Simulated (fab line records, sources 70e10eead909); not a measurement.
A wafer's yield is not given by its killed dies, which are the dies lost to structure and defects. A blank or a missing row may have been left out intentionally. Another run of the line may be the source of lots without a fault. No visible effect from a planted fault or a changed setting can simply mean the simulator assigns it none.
Chamber matching | flow nand-harc | NHARC_P_M1_STRIP_18 on rie-diel-13 has 4 sister chambers
The step strips in N2/H2. 24 wafers are shown with their chamber, then 12 later ones without.

== WAFERS, EACH WITH ITS CHAMBER ==
wafer  | chamber | showerhead-plenum-p-Torr (Torr) | drypump-motor-current-A (A) | rf-vpp-V (V)
L075.1 | 1       | 1.93                            | 5.1                         | 91.6
L075.2 | 0       | 1.91                            | 6.3                         | 89.3
L075.5 | 2       | 2.19                            | 5.7                         | 93.0
L077.1 | 3       | 1.91                            | 6.5                         | 88.7
L077.4 | 0       | 1.91                            | 6.3                         | 91.1
L077.6 | 1       | 1.93                            | 5.1                         | 91.0
L076.1 | 1       | 1.93                            | 5.1                         | 89.1
L076.2 | 3       | 1.91                            | 6.5                         | 89.4
L076.6 | 3       | 1.91                            | 6.5                         | 89.4
L074.1 | 3       | 1.91                            | 6.4                         | 89.4
L074.5 | 0       | 1.91                            | 6.3                         | 89.4
L074.6 | 1       | 1.93                            | 5.1                         | 91.1
L082.1 | 0       | 1.91                            | 6.3                         | 90.3
L082.2 | 3       | 1.91                            | 6.4                         | 88.6
L082.5 | 2       | 2.19                            | 5.7                         | 91.5
L086.1 | 1       | 1.93                            | 5.1                         | 89.0
L086.3 | 2       | 2.19                            | 5.7                         | 91.3
L086.5 | 0       | 1.91                            | 6.3                         | 90.0
L085.1 | 2       | 2.19                            | 5.8                         | 92.2
L085.2 | 1       | 1.92                            | 5.0                         | 90.8
L085.6 | 1       | 1.93                            | 5.0                         | 89.4
L090.1 | 3       | 1.91                            | 6.4                         | 89.7
L090.2 | 1       | 1.93                            | 5.1                         | 89.2
L090.6 | 0       | 1.91                            | 6.3                         | 89.9

SIGNATURES (averages over the wafers above)
reading                  | chamber 0 | chamber 1 | chamber 2 | chamber 3 | scatter within a chamber
showerhead-plenum-p-Torr | 1.9100    | 1.9287    | 2.1900    | 1.9100    | 0.00209
drypump-motor-current-A  | 6.300     | 5.075     | 5.725     | 6.450     | 0.0433
rf-vpp-V                 | 90.000    | 90.150    | 92.000    | 89.200    | 0.805
Rule: a wafer lies at a distance from a chamber equal to the root of the sum of squares, over the readings, of (its reading less the chamber's mean, divided by the reading's scatter). The wafer belongs to the nearest chamber; if the next one is less than 2 further off, it can't be placed. The scatter: the root of (the sum of the squares of (reading less its chamber's mean) over the shown wafers, divided by (wafers less chambers)).

== WAFERS WITH NO CHAMBER GIVEN ==
wafer  | showerhead-plenum-p-Torr (Torr) | drypump-motor-current-A (A) | rf-vpp-V (V)
L092.1 | 1.92                            | 5.1                         | 90.6
L092.2 | 2.19                            | 5.7                         | 90.0
L092.6 | 2.19                            | 5.7                         | 90.8
L093.1 | 1.92                            | 5.1                         | 90.3
L093.2 | 1.90                            | 6.5                         | 91.9
L093.6 | 1.91                            | 6.3                         | 89.8
L094.1 | 1.91                            | 6.3                         | 90.4
L094.3 | 1.90                            | 6.4                         | 91.1
L094.6 | 2.19                            | 5.8                         | 90.8
L097.1 | 1.91                            | 6.3                         | 90.7
L097.2 | 2.19                            | 5.7                         | 91.8
L097.6 | 2.19                            | 5.7                         | 91.8

== THE CHAMBER EACH PASSED THROUGH ==
wafer  | from the rows above     | in truth
L092.1 | 1                       | 1
L092.2 | 2                       | 2
L092.6 | 2                       | 2
L093.1 | 1                       | 1
L093.2 | can't be placed: 3 or 0 | 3
L093.6 | 0                       | 0
L094.1 | 0                       | 0
L094.3 | can't be placed: 3 or 0 | 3
L094.6 | 2                       | 2
L097.1 | 0                       | 0
L097.2 | 2                       | 2
L097.6 | 2                       | 2
Placed correctly: 10 of 12. Can't be placed from these rows: 2 (the true chamber is among the candidates in 2). 0 placed wrongly.
